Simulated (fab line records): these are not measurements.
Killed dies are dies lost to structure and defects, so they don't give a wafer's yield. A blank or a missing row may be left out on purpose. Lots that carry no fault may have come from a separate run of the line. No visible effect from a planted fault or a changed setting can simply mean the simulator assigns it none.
Which tool is to blame? ; flow n5-finfet ; Sampling: 8 lots, 24 wafers, 6 of 1938 route steps

== WHAT THE GAUGES SHOWED, per wafer ==
N5_MOL_CONTACT_COAG_INSPECT_10: inspects for defects (brightfield).
lot;measured;on;raw-defect-count
L888;day 6 07:00;defect-inspect-02;47 66 30
L889;day 6 09:04;defect-inspect-02;41 42 78
L896;day 8 02:50;defect-inspect-01;72 74 47
L897;day 8 04:59;defect-inspect-02;45 110 57
L901;day 9 03:52;defect-inspect-01;52 74 76
L902;day 9 11:43;defect-inspect-02;49 91 70
L905;day 10 05:10;defect-inspect-02;52 46 58
L906;day 10 08:54;defect-inspect-01;104 72 89

N5_MOL_CONTACT_COAG_CD_MEAS_99: the cd target is 17.2 nm.
lot;measured;on;cd-nm (nm)
L888;day 6 08:13;cd-sem-02;17.1 17.2 17.3
L889;day 6 10:01;cd-sem-03;16.7 16.6 17.2
L896;day 8 03:24;cd-sem-02;20.1 20.2 17.7
L897;day 8 05:26;cd-sem-02;19.8 17.6 19.9
L901;day 9 04:19;cd-sem-03;17.2 17.4 17.3
L902;day 9 12:08;cd-sem-02;17.0 17.5 17.4
L905;day 10 05:36;cd-sem-02;16.9 17.3 17.1
L906;day 10 09:20;cd-sem-03;17.4 17.6 17.8

N5_BEOL_M4_RC_MEAS_101.
lot;measured;on;DIBL_N (mV/V);DIBL_P (mV/V);IOFF_N (nA/um);IOFF_P (nA/um);ION_N (uA/um);ION_P (uA/um);RC_DENSE_N (ohm.um);RC_DENSE_P (ohm.um);RC_N (ohm.um);RC_P (ohm.um);SS_N (mV/dec);SS_P (mV/dec);VT_N (mV);VT_P (mV)
L888;day 10 00:55;prober-02;32.8 35.5 34.9;32 35 34;0.11 0.15 0.14;0.14 0.19 0.16;648 673 696;457 457 462;19.2 18.6 18.5;24.1 23.4 23.3;15.8 15.2 15.2;19.5 19.1 18.9;70.1 70.9 72.1;72.0 72.6 73.0;253 249 250;-255 -253 -255
L889;day 10 10:13;prober-02;31.4 31.9 34.2;30 31 34;0.10 0.11 0.12;0.14 0.14 0.17;677 659 652;464 458 451;19.4 19.7 19.0;25.1 24.9 24.0;16.0 16.0 15.6;20.4 20.2 19.7;70.5 70.4 71.1;72.7 72.8 73.1;257 256 257;-254 -254 -257
L896;day 11 23:30;prober-01;34.6 39.2 42.8;35 41 45;0.13 0.20 0.29;0.16 0.24 0.35;672 676 698;463 461 474;15.4 15.3 19.4;19.5 19.1 24.6;12.7 12.5 16.0;16.0 15.6 19.8;71.4 72.4 73.4;72.8 74.0 75.4;254 251 245;-254 -249 -246
L897;day 11 17:33;prober-02;33.3 38.7 36.7;34 39 35;0.12 0.24 0.18;0.18 0.25 0.19;660 684 657;457 456 447;15.5 18.8 14.9;19.2 23.3 18.7;12.6 15.3 12.2;15.6 18.8 15.4;71.3 72.1 72.6;73.1 75.0 73.5;254 244 252;-254 -251 -254
L901;day 12 22:44;prober-02;34.7 37.8 34.3;35 41 36;0.13 0.18 0.12;0.14 0.22 0.16;667 671 658;445 450 445;18.9 18.4 19.1;23.2 22.9 23.8;15.4 15.0 15.6;19.0 18.6 19.4;71.0 72.3 71.2;72.4 73.9 72.7;255 251 254;-255 -253 -258
L902;day 13 05:12;prober-02;36.9 37.6 37.0;38 37 36;0.17 0.17 0.17;0.24 0.24 0.22;689 675 676;475 466 454;19.1 18.9 19.1;23.9 23.6 23.9;15.6 15.5 15.7;19.5 19.4 19.4;71.3 72.1 71.6;74.3 74.6 74.0;247 249 248;-247 -248 -247
L905;day 14 07:22;prober-02;40.0 36.7 41.0;38 34 40;0.21 0.14 0.23;0.22 0.16 0.25;677 659 689;457 448 467;19.0 18.9 18.7;23.4 23.6 22.9;15.6 15.4 15.1;19.0 19.0 18.7;72.4 71.2 72.3;73.5 72.5 74.2;249 253 247;-253 -257 -252
L906;day 14 07:26;prober-01;28.6 32.5 32.1;29 32 33;0.06 0.11 0.11;0.09 0.12 0.13;633 658 677;435 440 462;18.1 17.8 18.3;22.8 22.5 23.1;14.8 14.6 14.9;18.7 18.5 18.9;70.3 71.0 70.6;70.7 71.9 71.7;264 256 253;-265 -259 -259

== WHICH TOOL RAN EACH LOT (tool, then ch and the chambers of the sampled wafers, then the start) ==
lot;N5_MOL_CONTACT_COAG_DESCUM_13;N5_MOL_CONTACT_COAG_ETCH_106;N5_MOL_CONTACT_COAG_CONTACT_ETCH_14
L888;rie-diel-01 ch 1,2,3, day 6 07:49;rie-diel-01 ch 1,2,3, day 6 07:54;rie-diel-01 ch 1,2,3, day 6 08:00
L889;rie-diel-01 ch 0,1,2, day 6 09:38;rie-diel-01 ch 0,1,2, day 6 09:43;rie-diel-01 ch 0,1,2, day 6 09:49
L896;rie-diel-01 ch 0,3, day 8 03:00;rie-diel-01 ch 0,3, day 8 03:05;rie-diel-01 ch 0,3, day 8 03:11
L897;rie-diel-01 ch 0,3, day 8 05:02;rie-diel-01 ch 0,3, day 8 05:07;rie-diel-01 ch 0,3, day 8 05:13
L901;rie-diel-04 ch 2,3, day 9 03:55;rie-diel-04 ch 2,3, day 9 03:59;rie-diel-04 ch 2,3, day 9 04:05
L902;rie-diel-04 ch 2,3, day 9 11:44;rie-diel-04 ch 2,3, day 9 11:49;rie-diel-04 ch 2,3, day 9 11:56
L905;rie-diel-06 ch 2,3, day 10 05:12;rie-diel-06 ch 2,3, day 10 05:17;rie-diel-06 ch 2,3, day 10 05:23
L906;rie-diel-04 ch 0,2,3, day 10 08:56;rie-diel-04 ch 0,2,3, day 10 09:01;rie-diel-04 ch 0,2,3, day 10 09:07
- N5_MOL_CONTACT_COAG_DESCUM_13: chemistry O2, time 7 s.
- N5_MOL_CONTACT_COAG_ETCH_106: etches SOC in N2/H2, target depth 80 nm, overetch 16 nm, time 120 s.
- N5_MOL_CONTACT_COAG_CONTACT_ETCH_14: etches SiO2 in C4F6/O2, target depth 27.5 nm, overetch 8.5 nm, time 20 s.

== AS READ BY THE TOOLS THEMSELVES (means over the sampled wafers that have a number; for cases with no such wafer, the mark the record gives instead) ==
N5_MOL_CONTACT_COAG_DESCUM_13.
lot;tool;drypump-motor-current-A (A);oes-product-au (a.u.);rf-vpp-V (V);showerhead-plenum-p-Torr (Torr);throttle-valve-pct (%)
L888;rie-diel-01;5.6;0.77;242.9;2.05;20.44
L889;rie-diel-01;5.4;0.83;243.7;2.11;20.41
L896;rie-diel-01;5.8;0.74;243.3;2.10;20.44
L897;rie-diel-01;5.8;0.74;243.2;2.10;20.43
L901;rie-diel-04;5.4;0.78;240.8;2.04;20.41
L902;rie-diel-04;5.4;0.78;242.3;2.04;20.41
L905;rie-diel-06;5.6;0.84;242.5;2.08;20.25
L906;rie-diel-04;5.7;0.76;241.9;2.03;20.29

N5_MOL_CONTACT_COAG_ETCH_106.
lot;tool;drypump-motor-current-A (A);oes-product-au (a.u.);rf-vpp-V (V);showerhead-plenum-p-Torr (Torr);throttle-valve-pct (%)
L888;rie-diel-01;5.7;0.69;522.6;2.50;17.95
L889;rie-diel-01;5.4;0.73;523.5;2.55;17.78
L896;rie-diel-01;5.8;0.66;524.5;2.57;18.10
L897;rie-diel-01;5.9;0.66;524.9;2.57;18.09
L901;rie-diel-04;5.4;0.71;522.4;2.48;17.76
L902;rie-diel-04;5.4;0.71;522.9;2.48;17.77
L905;rie-diel-06;5.6;0.74;523.9;2.54;17.73
L906;rie-diel-04;5.7;0.68;521.7;2.48;17.72

N5_MOL_CONTACT_COAG_CONTACT_ETCH_14.
lot;tool;drypump-motor-current-A (A);mfc-ar-sccm (sccm);oes_f_703_au (a.u.);oes-product-au (a.u.);rf-vpp-V (V);showerhead-plenum-p-Torr (Torr);throttle-valve-pct (%)
L888;rie-diel-01;5.7;299.9;0.77;0.65;691;2.82;21.24
L889;rie-diel-01;5.4;299.0;0.82;0.70;695;2.89;21.22
L896;rie-diel-01;5.8;300.4;0.75;0.63;693;2.87;21.17
L897;rie-diel-01;5.8;300.2;0.74;0.63;693;2.87;21.16
L901;rie-diel-04;5.4;301.1;0.78;0.67;691;2.81;21.24
L902;rie-diel-04;5.4;299.6;0.78;0.67;691;2.81;21.26
L905;rie-diel-06;5.6;299.4;0.86;0.71;692;2.87;21.16
L906;rie-diel-04;5.7;299.8;0.77;0.65;690;2.81;21.16

== THE ANSWER, worked out from the rows above alone ==
Rule: the lots themselves supply what counts as usual. The widest of any qualifying gaps counts: lots, ordered by their means at a reading, are off when they make up no more than a third of the lots, leave a main group of 4 or more, and stand apart from it by 3 or more times the standard deviation of that group's means. The tables above print the reading to a certain number of digits; a main group whose means all agree to those digits is not used. Also off: a lot with no number at a reading for which 4 or more lots have one. Where the step has rows for the other lots, those lots are counted as sound. The gauges are gone through in route order, then the tools' own readings, and for those a lot's mean is taken as printed above. The first step at which some lot is off is used, and at that step the reading that is off furthest; a lot without a number counts as furthest.
Off: L896, L897 (N5_MOL_CONTACT_COAG_CD_MEAS_99, cd-nm). The main group: mean 17.2 nm, standard deviation 0.23.
If a tool, at a process step before that reading, ran all the lots that are off and no sound lot after the first of them, it fits. Not tried: the gauges at N5_MOL_CONTACT_COAG_CD_MEAS_99; whatever is off there is also off at N5_BEOL_M4_RC_MEAS_101, on other tools, and gauge error can't account for it. One fits: N5_MOL_CONTACT_COAG_DESCUM_13 and N5_MOL_CONTACT_COAG_ETCH_106 and N5_MOL_CONTACT_COAG_CONTACT_ETCH_14 on rie-diel-01. At N5_MOL_CONTACT_COAG_DESCUM_13 its last sound lot is L889 (day 6 09:38), its first lot that is off L896 (day 8 03:00): a fault that began between those two fits.

== WHAT WAS PUT IN BY THE SIMULATOR ==
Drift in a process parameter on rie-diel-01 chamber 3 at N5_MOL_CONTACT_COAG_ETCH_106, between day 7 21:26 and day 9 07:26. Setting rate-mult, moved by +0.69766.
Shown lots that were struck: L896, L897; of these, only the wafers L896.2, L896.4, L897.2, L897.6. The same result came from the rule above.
